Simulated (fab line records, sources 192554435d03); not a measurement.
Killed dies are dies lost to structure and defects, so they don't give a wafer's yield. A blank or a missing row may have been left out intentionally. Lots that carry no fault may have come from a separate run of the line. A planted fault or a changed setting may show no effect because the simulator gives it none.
Problem report in the 8D (eight disciplines) form, filled by code || flow n5_finfet || the parts of the form that need people (team, actions taken, sign-off) are left out

1. WHAT IS WRONG
time_to_endpoint_s at N5_BEOL_M9_CMP_52 reads a mean of 124 s on 3 wafers of 2 lots; wafers without a fault read 66 s with a standard deviation of 4.1. That is +14 standard deviations from the usual mean.
The step: polishes, stops on SiCOH lowk, t overpolish 7 s, target thk 140 nm.
Earliest sighting: wafer L700.3 on cmp-01 at day 13 20:20. At this step, 31 wafers from 12 lots have a number in the record. By rule, "out" or "out of limits" means more than 4 standard deviations away from the usual mean. The other wafers with a number count as sound.

2. WHAT IT IS, WHAT IT ISN'T
{"question": "which readings at this step", "is": "time_to_endpoint_s", "is not": "motor_current_A"}
{"question": "which lots", "is": "L700, L702", "is not": "L686, L687, L689, L690, L691, L694, L695, L697, L698, L709"}
{"question": "which wafers of those lots", "is": "L700.3, L700.4, L702.3", "is not": "L700.5, L702.2"}
{"question": "read on which tools", "is": "cmp-01", "is not": "cmp-02, cmp-03"}
{"question": "when", "is": "from day 13 20:20", "is not": "up to then (24 sound wafers); but 4 sound wafers of L702, L709 came after"}

3. WHAT RULES OUT EACH SUSPECT
Counting: if a tool at a process step up to the reading ran every lot that is out, it stays a suspect. Sound lots after the first of them don't rule it out here, since some wafers of a struck lot are sound.
- rie_diel-04 at N5_BEOL_M9_ETCH_41 (etches SiCN in CH3F/O2, target depth 36.6 nm, time 70.1 s): kept. It ran every lot that is out, first L700 (day 13 18:28); its last sound lot up to then is L697 (day 12 19:56). N5_BEOL_M9_ETCH_41 gives no start for some lots, so the hours and the order of its lots are those of N5_BEOL_M9_CURE_72.
- uv_cure-02 at N5_BEOL_M9_CURE_72 (cures SiCOH lowk, time 120 s): kept. It ran every lot that is out, first L700 (day 13 18:28); its last sound lot up to then is L698 (day 13 06:59).
- ecd_cu-02 at N5_BEOL_M9_ECD_50 (material Cu, target thk 318 nm): kept. It ran every lot that is out, first L700 (day 13 19:35); its last sound lot up to then is L698 (day 13 08:12).
- cmp-01 at N5_BEOL_M9_CMP_52 (polishes, stops on SiCOH lowk, t overpolish 7 s, target thk 140 nm): kept. It ran every lot that is out, first L700 (day 13 20:20); its last sound lot up to then is L697 (day 12 23:49). Its own readings are out on those wafers: time_to_endpoint_s.
Left after counting: rie_diel-04 at N5_BEOL_M9_ETCH_41, uv_cure-02 at N5_BEOL_M9_CURE_72, ecd_cu-02 at N5_BEOL_M9_ECD_50, cmp-01 at N5_BEOL_M9_CMP_52.

4. THE CAUSE (what the simulator had put in)
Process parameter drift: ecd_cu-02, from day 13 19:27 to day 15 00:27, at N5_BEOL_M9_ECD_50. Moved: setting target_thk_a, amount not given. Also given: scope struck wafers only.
After counting, 4 suspects remain, this tool included.

5. THE EFFECT CHAIN, in route order
One row per reading whose mean, taken over the struck wafers that have a number, lies over 3 standard deviations from the usual. Readings are gone through only where the record gives a usual standard deviation; hours: the median, over the lots, of the time from a lot's start at the first step in this table giving one to that lot's start at this step; sigmas: the change measured in usual standard deviations.
{"hours": 0, "step": "N5_BEOL_M9_CMP_52", "reading": "time_to_endpoint_s", "usual": "66 s", "on struck wafers": 124, "change": "+58", "sigmas": "+14"}
It contains these process steps:
- N5_BEOL_M9_CMP_52: polishes, stops on SiCOH lowk, t overpolish 7 s, target thk 140 nm.

6. HOW IT WOULD HAVE BEEN CAUGHT EARLIER
In this record the first reading out of limits was taken at day 13 20:20, 1 hour after the fault began at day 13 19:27.
Of the lots that are out (2), L702 began N5_BEOL_M9_ECD_50 on ecd_cu-02 after day 13 20:20. Putting the tool on hold at that point would have spared it.
